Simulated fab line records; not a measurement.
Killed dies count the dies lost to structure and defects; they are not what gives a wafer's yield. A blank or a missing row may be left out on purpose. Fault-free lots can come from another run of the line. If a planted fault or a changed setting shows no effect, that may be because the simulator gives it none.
Struck lot and sound lot, side by side    flow nand harc    14 out of 1159 route steps
Sound: wafers L254.1, L254.4, L254.6. Struck: wafers L264.2, L264.4, L264.5. The cause is named last.
Each step with rows lists, per side, the tool, then ch with its chambers, then its first start. Under that, the readings that differ: sound wafers    struck wafers    difference of the means    sigmas: that difference in standard deviations of wafers without a fault.
alike: words and numbers the same on both sides, and readings whose means are apart by under 2 such deviations; not compared: readings that were withheld, readings missing a value for some wafer, numbers with overlapping values and no deviation given by the record, and bounds like >300 which may hide the same value.
Wherever a step has rows on one side only, a row that says differs or no value, or a row with sigmas, the two part there. Numbers that have no deviation but don't overlap get no sigmas and don't part them. Lack of a reading on every wafer of one side parts them only where that side has two or more wafers.

NHARC_THIN_TSV_DEGAS_49: time 120 s.
  sound on pvd sputter-03 at day 20 14:52; struck on pvd sputter-01 at day 23 07:17
  alike: heater power w
NHARC_THIN_TSV_PRE_CLEAN_50: time 30 s.
  sound on pvd sputter-03; struck on pvd sputter-01
  alike: heater power w
NHARC_THIN_TSV_PVD_19: deposits TaN, target thk 20 nm.
  sound on pvd sputter-03; struck on pvd sputter-01
reading                 sound           struck          difference  sigmas
throttle valve pct (%)  29.6 26.9 26.9  30.6 30.2 31.1  +2.8        +2
  alike: chamber pressure pa
NHARC_THIN_TSV_PVD_51: deposits Cu, target thk 100 nm.
  sound on pvd sputter-03; struck on pvd sputter-01
  alike: chamber pressure pa, throttle valve pct
then, 4 steps without rows for these wafers: NHARC_THIN_TSV_ECD_20 (material Cu, target thk 2000 nm); NHARC_THIN_TSV_ANNEAL_52 (time 90 s); NHARC_THIN_TSV_CMP_21 (polishes, t overpolish 30 s, target thk 2000 nm); NHARC_THIN_TSV_SRD_23.
NHARC_THIN_TSV_DEGAS_53: time 60 s.
  sound on pvd sputter-03 at day 20 16:51; struck on pvd sputter-01 at day 23 09:17
  alike: heater power w
then, 2 steps without rows for these wafers: NHARC_THIN_TSV_PRE_CLEAN_54 (time 30 s); NHARC_THIN_TSV_PVD_55 (deposits TiN, target thk 50 nm).
NHARC_THIN_TSV_PVD_24: deposits Al, target thk 800 nm.
  sound on pvd sputter-03 at day 20 17:08; struck on pvd sputter-01 at day 23 09:41
then, 1 step without rows for these wafers: NHARC_THIN_TSV_DEHYDRATE_25 (time 120 s).
NHARC_END_SORT_01:
  sound on prober-02 ch 0, day 21 02:38; struck on prober-02 ch 0, day 23 20:58
reading                   sound           struck          difference  sigmas
defect limited yield (%)  95.7 93.9 94.7  0 0 0           -95         -53
killed at other           0 1 0           641 642 634     +639        +99 or more
killed at periphery       1 2 3           6 7 7           +5          +2
killed dies               29 41 36        677 677 677     +642        +53
sort_bin_2_pct (%)        1.5 2.5 1.0     96.8 96.0 96.2  +94.7       +99 or more
sort n pass               648 636 641     0 0 0           -642        -53
sort rim yield pct (%)    94.3 97.2 95.3  0 0 0           -96         -38
sort yield pct (%)        95.7 93.9 94.7  0 0 0           -95         -53
  alike: killed at array, killed open, killed short, sort_bin_3_pct, sort_bin_4_pct

== WHERE THEY PART ==
Last at NHARC_END_SORT_01 as far as this record goes, first at NHARC_THIN_TSV_PVD_19.

WHY: what the simulator had put in
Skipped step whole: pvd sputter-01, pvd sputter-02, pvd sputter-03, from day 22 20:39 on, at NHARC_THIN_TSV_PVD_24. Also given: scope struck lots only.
